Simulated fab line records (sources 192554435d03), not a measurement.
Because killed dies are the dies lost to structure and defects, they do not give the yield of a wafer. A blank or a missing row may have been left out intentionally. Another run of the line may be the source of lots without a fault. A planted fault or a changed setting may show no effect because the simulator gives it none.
Matching of chambers	flow n5 finfet	N5_BEOL_M13_ETCH_59 on rie diel-06: 4 sister chambers
The step etches BARC in N2/H2, target depth 89 nm, overetch 26.7 nm, time 67.9 s. 24 wafers are shown with their chamber, then 12 later ones without.

## WAFERS PAIRED WITH THEIR CHAMBERS
wafer	chamber	drypump motor current A (A)	showerhead plenum p Torr (Torr)	throttle valve pct (%)
L076.3	1	5.4	2.51	17.91
L076.4	2	6.5	2.50	17.54
L076.6	2	6.5	2.50	17.55
L077.2	3	5.4	2.52	18.03
L077.4	1	5.4	2.51	17.91
L077.5	0	6.4	2.68	17.59
L079.1	1	5.4	2.51	17.93
L079.2	0	6.4	2.68	17.61
L079.6	2	6.5	2.50	17.56
L083.1	0	6.4	2.68	17.62
L083.2	1	5.4	2.51	17.94
L083.4	2	6.5	2.49	17.56
L095.2	3	5.5	2.51	18.10
L095.5	1	5.4	2.50	17.98
L095.6	2	6.5	2.48	17.60
L090.1	2	6.5	2.48	17.60
L090.3	0	6.4	2.66	17.67
L090.6	2	6.5	2.48	17.61
L085.2	1	5.4	2.49	17.99
L085.4	0	6.4	2.66	17.67
L085.6	0	6.4	2.66	17.66
L092.2	1	5.4	2.49	18.01
L092.4	0	6.4	2.66	17.68
L092.6	1	5.4	2.49	17.99

SIGNATURES (averages over the wafers above)
reading	chamber 0	chamber 1	chamber 2	chamber 3	scatter within a chamber
drypump motor current A	6.400	5.400	6.500	5.450	0.0158
showerhead plenum p Torr	2.6686	2.5012	2.4900	2.5150	0.0101
throttle valve pct	17.6429	17.9575	17.5743	18.0650	0.0359
Rule: for a wafer and a chamber, the distance is found by dividing, reading by reading, the gap between the wafer's reading and the chamber's mean by the reading's scatter, squaring, summing and taking the root. The wafer belongs to the nearest chamber; if the next one is less than 2 further off, it can't be placed. How the scatter is found: for the shown wafers, subtract from each reading the mean of its chamber, square and add these, divide the total by (wafers less chambers), then take the root.

## WAFERS WHOSE CHAMBER IS MISSING
wafer	drypump motor current A (A)	showerhead plenum p Torr (Torr)	throttle valve pct (%)
L091.1	6.4	2.66	17.68
L091.2	5.4	2.51	18.11
L091.3	6.5	2.48	17.62
L093.2	5.5	2.51	18.11
L093.3	5.4	2.49	18.00
L093.6	5.4	2.49	18.01
L096.1	6.5	2.48	17.63
L096.4	6.4	2.66	17.69
L096.5	5.5	2.51	18.11
L097.1	5.5	2.50	18.10
L097.3	6.4	2.66	17.68
L097.6	5.4	2.49	18.00

## WHICH CHAMBER EACH ONE RAN IN
wafer	from the rows above	in truth
L091.1	0	0
L091.2	can't be placed: 3 or 1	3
L091.3	2	2
L093.2	3	3
L093.3	1	1
L093.6	1	1
L096.1	2	2
L096.4	0	0
L096.5	3	3
L097.1	3	3
L097.3	0	0
L097.6	1	1
Correct placement for 11 of the 12. Can't be placed from these rows: 1 (the true chamber is among the candidates in 1). 0 placed wrongly.
